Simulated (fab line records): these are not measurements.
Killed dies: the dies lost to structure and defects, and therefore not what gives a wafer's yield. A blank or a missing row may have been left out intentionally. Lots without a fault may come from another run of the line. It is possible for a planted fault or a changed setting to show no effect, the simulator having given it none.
fab line records + flow nand-harc
[record]
- lots = 12
- wafers = 36
- last-day = 24
route steps=1159 shown A_CONTACT@858 END@1159
lots that met no fault: from a run of the same line without faults
start-h: the number of hours between the record's first day and the start of the first shown wafer of the lot + wait-h: time in hours since the lot's previous step + " same as the row above + L1.1+2: a single row standing in for several wafers + - no value, or no start was given + * or withheld: withheld + < > ~ a bound
route shown NAME@n: NAME is a module with steps in the file, n the number in the route of the first one + usual: mean and standard deviation over wafers with no fault + same: alike in all rows + chamber/n: place in a boat + sites: readings site by site + _std_site: their standard deviation + _edge_site: mean of outer sites minus mean of inner sites + radius-mm: how far each site lies from the wafer's centre + mask NAME#n: copy n + behind: the tool/chamber that last shaped the wafer + hold: cause of the lot's hold/its duration in hours/its outcome + device: the transistor (n, p or np) that didn't switch + end of line: tests of these same wafers at the route's end + where a step has no rows: the recipe by itself + killed: not the wafer's yield, but the dies lost to structure and defects at the first sort + map: a wafer's dies, marking killed ones x, the rest . and places with no die _
set.NAME: the setting that was run; set.NAME@STEP: the one run at that earlier step + model.NAME: the simulator's own value behind a step, which no gauge read
route steps across a sampled set of lots; one table per step, one row per wafer
services: when a tool's chamber went out of use (start-h, in hours from the record's first day, below 0 if earlier), for how many hours, and the reason
[[steps]]
[step NHARC_A_CONTACT_ETCH_48]
[recipe]
- target-depth-a = 390
- over-etch-frac = 0.3
- time-s = 65
- ion-energy-ev = 80
- cf4-flow-sccm = 150
- ar-flow-sccm = 0
- rf-w = 300
- bias-w = 100
- chemistry = CF4
[usual]
- cf4-flow-sccm = 150.0/0.47
- drypump-motor-current-A = 5.8/0.4
- oes-product-au = 0.997/0.014
- rf-vpp-V = 150.9/1
- run-length-s = 86.4/0.4
- showerhead-plenum-p-Torr = 1.75/0.051
- throttle-valve-pct = 13.283/0.0091
| lot.wafer | tool        | chamber | start-h | wait-h | cf4-flow-sccm | drypump-motor-current-A | oes-product-au | rf-hours-counter-h | rf-vpp-V | run-length-s | showerhead-plenum-p-Torr | throttle-valve-pct |
|-----------|-------------|---------|---------|--------|---------------|-------------------------|----------------|--------------------|----------|--------------|--------------------------|--------------------|
| L634.2    | rie-diel-08 | 3       | 379.54  | 0.1    | 150.2         | 5.3                     | 1.000          | 35                 | 151.7    | 86.4         | 1.80                     | 13.269             |
| L634.5    | "           | 2       | "       | "      | 150.8         | 5.9                     | 0.998          | -                  | 152.6    | 86.4         | 1.81                     | 13.279             |
| L634.6    | "           | 3       | "       | "      | 149.3         | 5.3                     | 0.998          | -                  | 151.6    | 87.1         | 1.80                     | 13.269             |
| L635.1    | rie-diel-08 | 2       | 398.60  | 0.1    | 149.3         | 5.9                     | 1.002          | 41                 | 151.8    | 87.3         | 1.81                     | 13.281             |
| L635.4    | "           | 0       | "       | "      | 149.4         | 6.1                     | 0.999          | 36                 | 150.1    | 86.6         | 1.67                     | 13.275             |
| L635.6    | "           | 2       | "       | "      | 150.0         | 5.9                     | 1.002          | -                  | 152.5    | 86.5         | 1.81                     | 13.279             |
| L632.2    | rie-diel-05 | 3       | 399.10  | 0.1    | 149.6         | 5.7                     | 1.023          | 1                  | 152.5    | 85.8         | 1.81                     | 13.275             |
| L632.6    | "           | 3       | "       | "      | 150.6         | 5.7                     | 1.020          | -                  | 151.7    | 85.6         | 1.81                     | 13.289             |
| L632.5    | "           | 0       | "       | "      | 150.9         | 6.0                     | 0.991          | -                  | 151.7    | 86.3         | 1.78                     | 13.289             |
| L640.4    | rie-diel-02 | 1       | 408.94  | 0.1    | 150.4         | 6.0                     | 0.992          | 28                 | 149.8    | 86.6         | 1.81                     | 13.286             |
| L640.6    | "           | 1       | "       | "      | 151.6         | 6.0                     | 0.996          | -                  | 151.8    | 86.4         | 1.81                     | 13.283             |
| L640.5    | "           | 2       | "       | "      | 149.6         | 5.9                     | 0.973          | -                  | 150.0    | 86.2         | 1.69                     | 13.281             |
| L637.1    | rie-diel-05 | 0       | 409.10  | 0.1    | 149.5         | 6.0                     | 0.993          | 11                 | 151.2    | 86.5         | 1.78                     | 13.281             |
| L637.2    | "           | 3       | "       | "      | 150.0         | 5.7                     | 1.032          | 3                  | 150.7    | 85.8         | 1.81                     | 13.290             |
| L637.5    | "           | 0       | "       | "      | 150.0         | 5.9                     | 0.994          | -                  | 151.8    | 86.4         | 1.78                     | 13.278             |
| L639.1    | rie-diel-02 | 2       | 424.42  | 0.1    | 150.1         | 5.9                     | 0.993          | 31                 | 151.7    | 86.2         | 1.69                     | 13.287             |
| L639.2    | "           | 3       | "       | "      | 150.3         | 6.1                     | 0.996          | 29                 | 150.6    | 86.7         | 1.76                     | 13.269             |
| L639.5    | "           | 1       | "       | "      | 150.6         | 6.0                     | 0.994          | -                  | 152.7    | 86.5         | 1.81                     | 13.284             |
| L644.4    | rie-diel-08 | 2       | 438.79  | 0.1    | 149.9         | 5.9                     | 0.991          | 55                 | 151.8    | 86.7         | 1.80                     | 13.283             |
| L644.1    | "           | 3       | "       | "      | 149.8         | 5.3                     | 1.003          | 57                 | 151.5    | 86.4         | 1.80                     | 13.297             |
| L644.5    | "           | 0       | "       | "      | 149.4         | 6.1                     | 0.995          | -                  | 150.1    | 86.7         | 1.66                     | 13.272             |
| L643.3    | rie-diel-08 | 0       | 439.11  | 0.2    | 150.4         | 6.1                     | 1.000          | 53                 | 150.2    | 86.9         | 1.66                     | 13.288             |
| L643.1    | "           | 1       | "       | "      | 149.9         | 5.0                     | 0.980          | 56                 | 151.4    | 86.2         | 1.71                     | 13.289             |
| L643.5    | "           | 0       | "       | "      | 149.8         | 6.1                     | 1.013          | -                  | 149.1    | 86.9         | 1.66                     | 13.293             |
| L641.4    | rie-diel-08 | 1       | 452.68  | 0.1    | 149.8         | 5.0                     | 0.987          | 62                 | 150.1    | 86.1         | 1.71                     | 13.276             |
| L641.1    | "           | 0       | "       | "      | 150.0         | 6.1                     | 1.000          | 58                 | 148.5    | 86.5         | 1.66                     | 13.298             |
| L641.6    | "           | 1       | "       | "      | 149.7         | 5.0                     | 0.978          | -                  | 151.2    | 86.1         | 1.70                     | 13.286             |
| L651.3    | rie-diel-02 | 1       | 494.34  | 0.1    | 149.4         | 6.0                     | 0.998          | 56                 | 152.3    | 86.4         | 1.81                     | 13.293             |
| L651.4    | "           | 2       | "       | "      | 149.9         | 5.9                     | 0.997          | 55                 | 150.1    | 86.2         | 1.68                     | 13.282             |
| L651.5    | "           | 1       | "       | "      | 149.1         | 6.0                     | 0.986          | -                  | 152.3    | 87.2         | 1.81                     | 13.273             |
| L652.1    | rie-diel-05 | 3       | 499.13  | 0.1    | 149.1         | 5.7                     | 1.028          | 18                 | 151.1    | 85.6         | 1.80                     | 13.281             |
| L652.2    | "           | 0       | "       | "      | 149.3         | 5.9                     | 0.988          | 27                 | 151.9    | 87.1         | 1.78                     | 13.293             |
| L652.6    | "           | 2       | "       | "      | 150.0         | 6.1                     | 0.982          | -                  | 150.3    | 86.3         | 1.72                     | 13.302             |
| L649.3    | rie-diel-02 | 3       | 499.49  | 0.1    | 149.9         | 6.1                     | 1.001          | 54                 | 151.3    | 87.1         | 1.75                     | 13.275             |
| L649.1    | "           | 0       | "       | "      | 149.7         | 5.1                     | 0.969          | 53                 | 152.5    | 86.0         | 1.76                     | 13.290             |
| L649.6    | "           | 2       | "       | "      | 149.7         | 5.9                     | 0.998          | -                  | 150.3    | 86.2         | 1.68                     | 13.279             |
[step NHARC_A_CONTACT_ETCH_49]
[recipe]
- target-depth-a = 2600
- over-etch-frac = 0.3
- time-s = 475.3
- ion-energy-ev = 200
- n2-flow-sccm = 150
- h2-flow-sccm = 150
- ar-flow-sccm = 0
- rf-w = 400
- bias-w = 150
- chemistry = N2/H2
[usual]
- drypump-motor-current-A = 5.7/0.4
- oes-product-au = 0.995/0.013
- rf-vpp-V = 429.8/2
- run-length-s = 496.7/0.36
- showerhead-plenum-p-Torr = 2.01/0.064
- throttle-valve-pct = 14.172/0.0097
| lot.wafer | tool        | chamber | start-h | wait-h | drypump-motor-current-A | oes-product-au | rf-hours-counter-h | rf-vpp-V | run-length-s | showerhead-plenum-p-Torr | throttle-valve-pct |
|-----------|-------------|---------|---------|--------|-------------------------|----------------|--------------------|----------|--------------|--------------------------|--------------------|
| L634.2    | rie-diel-08 | 3       | 379.73  | -      | 5.3                     | 1.000          | 35                 | 431.1    | 496.7        | 2.09                     | 14.168             |
| L634.6    | "           | 1       | "       | "      | 5.1                     | 0.996          | -                  | 428.2    | 496.9        | 1.97                     | 14.175             |
| L634.5    | "           | 2       | "       | "      | 5.9                     | 0.995          | -                  | 432.1    | 496.8        | 2.09                     | 14.168             |
| L635.4    | rie-diel-08 | 0       | 398.69  | -      | 6.1                     | 0.997          | 36                 | 427.4    | 497.0        | 1.91                     | 14.165             |
| L635.1    | "           | 2       | "       | "      | 5.9                     | 0.987          | 41                 | 433.0    | 496.8        | 2.09                     | 14.188             |
| L635.6    | "           | 1       | "       | "      | 5.0                     | 0.991          | -                  | 428.7    | 496.4        | 1.97                     | 14.157             |
| L632.2    | rie-diel-05 | 1       | 399.19  | -      | 5.8                     | 1.002          | 10                 | 429.3    | 496.8        | 1.99                     | 14.171             |
| L632.6    | "           | 1       | "       | "      | 5.8                     | 1.016          | -                  | 429.8    | 496.6        | 1.99                     | 14.158             |
| L632.5    | "           | 2       | "       | "      | 6.1                     | 0.953          | -                  | 427.9    | 496.4        | 1.98                     | 14.166             |
| L640.4    | rie-diel-02 | 2       | 409.15  | -      | 5.9                     | 0.980          | 26                 | 426.9    | 496.9        | 1.94                     | 14.182             |
| L640.6    | "           | 2       | "       | "      | 5.9                     | 0.969          | -                  | 427.3    | 496.5        | 1.94                     | 14.179             |
| L640.5    | "           | 3       | "       | "      | 6.2                     | 1.003          | -                  | 430.6    | 496.9        | 2.03                     | 14.172             |
| L637.2    | rie-diel-05 | 3       | 409.19  | -      | 5.7                     | 1.036          | 3                  | 431.4    | 495.9        | 2.09                     | 14.181             |
| L637.1    | "           | 1       | "       | "      | 5.8                     | 1.018          | 11                 | 429.2    | 496.6        | 1.99                     | 14.176             |
| L637.5    | "           | 0       | "       | "      | 6.0                     | 0.987          | -                  | 431.7    | 496.9        | 2.06                     | 14.153             |
| L639.1    | rie-diel-02 | 0       | 424.51  | -      | 5.1                     | 0.981          | 28                 | 431.5    | 496.0        | 2.03                     | 14.163             |
| L639.2    | "           | 3       | "       | "      | 6.2                     | 1.003          | 29                 | 429.4    | 497.2        | 2.03                     | 14.170             |
| L639.5    | "           | 1       | "       | "      | 6.0                     | 1.001          | -                  | 431.3    | 497.1        | 2.10                     | 14.182             |
| L644.4    | rie-diel-08 | 1       | 438.93  | -      | 5.0                     | 0.992          | 56                 | 427.6    | 497.1        | 1.96                     | 14.178             |
| L644.1    | "           | 3       | "       | "      | 5.3                     | 1.001          | 57                 | 430.2    | 402.7        | 2.08                     | 14.162             |
| L644.5    | "           | 1       | "       | "      | 5.0                     | 0.994          | -                  | 429.9    | 402.7        | 1.96                     | 14.158             |
| L643.1    | rie-diel-08 | 2       | 439.23  | -      | 5.9                     | 1.000          | 55                 | 432.0    | 402.6        | 2.08                     | 14.176             |
| L643.3    | "           | 0       | "       | "      | 6.1                     | 0.997          | 53                 | 427.1    | 497.2        | 1.90                     | 14.154             |
| L643.5    | "           | 2       | "       | "      | 5.9                     | 0.997          | -                  | 432.0    | 402.8        | 2.08                     | 14.200             |
| L641.4    | rie-diel-08 | 3       | 452.80  | -      | 5.3                     | 1.005          | 62                 | 431.5    | 496.7        | 2.08                     | 14.168             |
| L641.1    | "           | 0       | "       | "      | 6.1                     | 1.002          | 58                 | 426.9    | 402.5        | 1.90                     | 14.184             |
| L641.6    | "           | 3       | "       | "      | 5.3                     | 0.997          | -                  | 432.1    | 497.2        | 2.08                     | 14.168             |
| L651.4    | rie-diel-02 | 2       | 494.47  | -      | 5.9                     | 1.001          | 55                 | 425.9    | 496.5        | 1.93                     | 14.174             |
| L651.3    | "           | 0       | "       | "      | 5.1                     | 0.981          | 50                 | 429.9    | 496.5        | 2.03                     | 14.182             |
| L651.5    | "           | 1       | "       | "      | 6.0                     | 0.980          | -                  | 433.3    | 496.8        | 2.09                     | 14.165             |
| L652.1    | rie-diel-05 | 2       | 499.25  | -      | 6.1                     | 0.980          | 28                 | 427.8    | 496.4        | 1.97                     | 14.167             |
| L652.2    | "           | 3       | "       | "      | 5.7                     | 1.012          | 18                 | 431.4    | 496.3        | 2.08                     | 14.188             |
| L652.6    | "           | 1       | "       | "      | 5.8                     | 1.002          | -                  | 428.7    | 496.3        | 1.98                     | 14.182             |
| L649.1    | rie-diel-02 | 2       | 499.66  | -      | 5.9                     | 0.994          | 58                 | 426.8    | 496.8        | 1.92                     | 14.171             |
| L649.3    | "           | 1       | "       | "      | 6.0                     | 0.986          | 60                 | 430.4    | 496.8        | 2.09                     | 14.166             |
| L649.6    | "           | 3       | "       | "      | 6.2                     | 1.008          | -                  | 429.7    | 496.9        | 2.02                     | 14.160             |
[step NHARC_A_CONTACT_ETCH_116]
[recipe]
- source-w = withheld
- pressure-mtorr = 20
- bias-v = 3000
- time-s = 94
- target-depth-a = 9220
- ar-flow-sccm = withheld
- c4f8-flow-sccm = withheld
- o2-flow-sccm = withheld
- chemistry = C4F8/O2/Ar
[usual]
- run-length-s = 94/0
| lot.wafer | tool            | chamber | start-h | wait-h | rf-hours-counter-h | run-length-s |
|-----------|-----------------|---------|---------|--------|--------------------|--------------|
| L634.2    | har-cap-etch-01 | 0       | 381.31  | 0.1    | 58                 | 94           |
| L634.6    | "               | 0       | "       | "      | -                  | 94           |
| L634.5    | "               | 1       | "       | "      | -                  | 94           |
| L635.1    | har-cap-etch-01 | 1       | 400.33  | 0.1    | 61                 | 94           |
| L635.4    | "               | 0       | "       | "      | -                  | 94           |
| L635.6    | "               | 0       | "       | "      | -                  | 94           |
| L632.2    | har-cap-etch-02 | 1       | 400.85  | 0.1    | 15                 | 94           |
| L632.5    | "               | 0       | "       | "      | -                  | 94           |
| L632.6    | "               | 1       | "       | "      | -                  | 94           |
| L640.4    | har-cap-etch-02 | 1       | 410.91  | 0.1    | -                  | 94           |
| L640.5    | "               | 0       | "       | "      | -                  | 94           |
| L640.6    | "               | 1       | "       | "      | -                  | 94           |
| L637.2    | har-cap-etch-03 | 0       | 411.05  | 0.1    | 93                 | 94           |
| L637.1    | "               | 1       | "       | "      | 93                 | 94           |
| L637.5    | "               | 0       | "       | "      | -                  | 94           |
| L639.1    | har-cap-etch-01 | 1       | 426.23  | 0.1    | 66                 | 94           |
| L639.2    | "               | 0       | "       | "      | 66                 | 94           |
| L639.5    | "               | 0       | "       | "      | -                  | 94           |
| L644.1    | har-cap-etch-01 | 0       | 440.70  | 0.1    | 69                 | 94           |
| L644.4    | "               | 1       | "       | "      | -                  | 94           |
| L644.5    | "               | 1       | "       | "      | -                  | 94           |
| L643.1    | har-cap-etch-03 | 1       | 441.21  | 0.1    | 99                 | 94           |
| L643.3    | "               | 1       | "       | "      | -                  | 94           |
| L643.5    | "               | 1       | "       | "      | -                  | 94           |
| L641.1    | har-cap-etch-01 | 1       | 454.87  | 0.1    | 72                 | 94           |
| L641.4    | "               | 1       | "       | "      | -                  | 94           |
| L641.6    | "               | 0       | "       | "      | -                  | 94           |
| L651.3    | har-cap-etch-02 | 0       | 496.11  | 0.1    | -                  | 94           |
| L651.4    | "               | 1       | "       | "      | -                  | 94           |
| L651.5    | "               | 0       | "       | "      | -                  | 94           |
| L652.1    | har-cap-etch-03 | 1       | 500.89  | 0.1    | 109                | 94           |
| L652.2    | "               | 0       | "       | "      | 109                | 94           |
| L652.6    | "               | 0       | "       | "      | -                  | 94           |
| L649.1    | har-cap-etch-02 | 1       | 501.36  | 0.1    | 31                 | 94           |
| L649.3    | "               | 0       | "       | "      | -                  | 94           |
| L649.6    | "               | 0       | "       | "      | -                  | 94           |
[step NHARC_A_CONTACT_ETCH_121]
[recipe]
- source-w = withheld
- pressure-mtorr = 20
- bias-v = 3000
- time-s = 94
- target-depth-a = 9220
- ar-flow-sccm = withheld
- c4f8-flow-sccm = withheld
- o2-flow-sccm = withheld
- chemistry = C4F8/O2/Ar
[usual]
- run-length-s = 94/0
| lot.wafer | tool            | chamber | start-h | wait-h | rf-hours-counter-h | run-length-s |
|-----------|-----------------|---------|---------|--------|--------------------|--------------|
| L634.2    | har-cap-etch-01 | 0       | 381.77  | 0.1    | 59                 | 94           |
| L634.6    | "               | 0       | "       | "      | -                  | 94           |
| L634.5    | "               | 1       | "       | "      | -                  | 94           |
| L635.1    | har-cap-etch-01 | 1       | 400.79  | 0.1    | 62                 | 94           |
| L635.4    | "               | 0       | "       | "      | -                  | 94           |
| L635.6    | "               | 0       | "       | "      | -                  | 94           |
| L632.2    | har-cap-etch-02 | 1       | 401.31  | 0.1    | 15                 | 94           |
| L632.5    | "               | 0       | "       | "      | -                  | 94           |
| L632.6    | "               | 1       | "       | "      | -                  | 94           |
| L640.4    | har-cap-etch-02 | 1       | 411.36  | 0.1    | -                  | 94           |
| L640.5    | "               | 0       | "       | "      | -                  | 94           |
| L640.6    | "               | 1       | "       | "      | -                  | 94           |
| L637.2    | har-cap-etch-03 | 0       | 411.50  | 0.1    | 93                 | 94           |
| L637.1    | "               | 1       | "       | "      | 93                 | 94           |
| L637.5    | "               | 0       | "       | "      | -                  | 94           |
| L639.1    | har-cap-etch-01 | 1       | 426.68  | 0.1    | 66                 | 94           |
| L639.2    | "               | 0       | "       | "      | 66                 | 94           |
| L639.5    | "               | 0       | "       | "      | -                  | 94           |
| L644.1    | har-cap-etch-01 | 0       | 441.16  | 0.1    | 70                 | 94           |
| L644.4    | "               | 1       | "       | "      | -                  | 94           |
| L644.5    | "               | 1       | "       | "      | -                  | 94           |
| L643.1    | har-cap-etch-03 | 1       | 441.66  | 0.1    | 100                | 94           |
| L643.3    | "               | 1       | "       | "      | -                  | 94           |
| L643.5    | "               | 1       | "       | "      | -                  | 94           |
| L641.1    | har-cap-etch-01 | 1       | 455.33  | 0.1    | 72                 | 94           |
| L641.4    | "               | 1       | "       | "      | -                  | 94           |
| L641.6    | "               | 0       | "       | "      | -                  | 94           |
| L651.3    | har-cap-etch-02 | 0       | 496.57  | 0.1    | -                  | 94           |
| L651.4    | "               | 1       | "       | "      | -                  | 94           |
| L651.5    | "               | 0       | "       | "      | -                  | 94           |
| L652.1    | har-cap-etch-03 | 1       | 501.35  | 0.1    | 109                | 94           |
| L652.2    | "               | 0       | "       | "      | 109                | 94           |
| L652.6    | "               | 0       | "       | "      | -                  | 94           |
| L649.1    | har-cap-etch-02 | 1       | 501.81  | 0.1    | 31                 | 94           |
| L649.3    | "               | 0       | "       | "      | -                  | 94           |
| L649.6    | "               | 0       | "       | "      | -                  | 94           |
[step NHARC_END_SORT_01]
[recipe]
- temp-c = 25
[usual]
- killed-at-array = 26/9.1
- killed-at-other = 0.7/0.9
- killed-at-periphery = 3.6/2.8
- killed-dies = 30/9.2
- killed-open = 3.0/1.9
- killed-short = 2.0/1.4
[same]
- gross-dies = 677
| lot.wafer | tool      | chamber | start-h | wait-h | killed-at-array | killed-at-other | killed-at-periphery | killed-dies | killed-open | killed-short |
|-----------|-----------|---------|---------|--------|-----------------|-----------------|---------------------|-------------|-------------|--------------|
| L644.1    | prober-01 | 0       | 512.37  | 2.5    | 35              | 1               | 1                   | 37          | 1           | 3            |
| L651.3    | prober-01 | 0       | 571.25  | 3.1    | 20              | 1               | 4                   | 25          | 4           | 6            |
| L651.4    | prober-01 | 0       | 572.07  | 3.5    | 12              | 0               | 1                   | 13          | 4           | 2            |
| L651.5    | prober-01 | 0       | 572.88  | 3.8    | 19              | 0               | 3                   | 22          | 5           | 4            |
// killed by level:class
L644.1 A_SLIT:chamber-film-flake=13 A_CONTACT:chamber-film-flake=7 A_CHANNEL_HOLE_D1:chamber-film-flake=6 A_STAIRCASE:chamber-film-flake=3 A_CONTACT:area-etch=3 P_M0:geometric-particle:short=1 A_ONON_D1:geometric-particle:open=1 A_ONON_D1:geometric-particle:short=1
L651.3 A_CHANNEL_HOLE_D1:chamber-film-flake=6 A_CONTACT:chamber-film-flake=5 P_GATE:geometric-particle:short=2 A_ONON_D1:geometric-particle:short=2 P_CONTACT:geometric-particle:open=1 A_CHANNEL_FILL_D1:geometric-particle:open=1 A_SGD_CUT:geometric-particle:short=1 A_WL_FILL:geometric-particle:short=1
L651.4 A_CHANNEL_HOLE_D1:chamber-film-flake=4 A_ONON_D1:geometric-particle:short=2 A_STAIRCASE:chamber-film-flake=2 P_GATE:geometric-particle:open=1 A_WL_FILL:geometric-particle:open=1 A_CONTACT:geometric-particle:open=1 A_M0:geometric-particle:open=1 A_CONTACT:chamber-film-flake=1
L651.5 A_CHANNEL_HOLE_D1:chamber-film-flake=9 A_ONON_D1:geometric-particle:short=2 A_CHANNEL_FILL_D1:geometric-particle:open=2 A_CONTACT:chamber-film-flake=2 P_CONTACT:geometric-particle:open=1 P_M0:geometric-particle:open=1 P_M1:geometric-particle:short=1 A_SOURCE_PLATE:geometric-particle:short=1
[[services]]
| tool            | chamber | start-h | hours | kind   |
|-----------------|---------|---------|-------|--------|
| rie-diel-08     | 0       | 360.09  | -     | clean  |
| rie-diel-08     | 1       | 360.09  | -     | clean  |
| rie-diel-08     | 2       | 360.09  | -     | clean  |
| rie-diel-08     | 3       | 360.09  | -     | clean  |
| rie-diel-02     | 3       | 384.07  | 6.7   | repair |
| rie-diel-08     | 0       | 384.59  | -     | clean  |
| rie-diel-08     | 1       | 384.59  | -     | clean  |
| rie-diel-08     | 2       | 384.59  | -     | clean  |
| rie-diel-08     | 3       | 384.59  | -     | clean  |
| rie-diel-08     | 0       | 409.21  | -     | clean  |
| rie-diel-08     | 1       | 409.21  | -     | clean  |
| rie-diel-08     | 2       | 409.21  | -     | clean  |
| rie-diel-08     | 3       | 409.21  | -     | clean  |
| rie-diel-08     | 0       | 433.79  | -     | clean  |
| rie-diel-08     | 1       | 433.79  | -     | clean  |
| rie-diel-08     | 2       | 433.79  | -     | clean  |
| rie-diel-08     | 3       | 433.79  | -     | clean  |
| rie-diel-02     | 0       | 446.67  | 2.1   | repair |
| rie-diel-08     | 0       | 458.36  | -     | clean  |
| rie-diel-08     | 1       | 458.36  | -     | clean  |
| rie-diel-08     | 2       | 458.36  | -     | clean  |
| rie-diel-08     | -       | 478.82  | 9.0   | pm     |
| rie-diel-05     | 0       | 492.03  | 5.2   | repair |
| har-cap-etch-03 | -       | 497.84  | 0.4   | repair |
[[key]]
[first-sign]
- step = NHARC_A_CONTACT_ETCH_49
- reading = run-length-s
- direction = down
- sigmas = 99+
- usual = *
- struck = *
effect none on later readings
met-at NHARC_A_CONTACT_ETCH_49
struck-lots L641,L643,L644
struck-wafers L641.1,L643.1,L643.5,L644.1,L644.5
tester-left-out L641,L643,L644
not-acting-at NHARC_A_CONTACT_ETCH_48,NHARC_A_CONTACT_ETCH_116,NHARC_A_CONTACT_ETCH_121
[fault]
- kind = process-parameter-drift
- tool = rie-diel-08
- chamber = -
- onset-h = 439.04
- steps = NHARC_A_CONTACT_ETCH_49
- channel = time-s
- offset = *
- shape = step
- end-h = 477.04
- scope = struck-wafers-only
- acts-in = *
- stated = *
// tester-left-out: of these lots the tester's yield and bins aren't shown, on N5 and GAA mostly nor the transistor test; their killed dies are dies lost to structure and defects alone, not to doping, threshold or leakage, so they don't give the yield
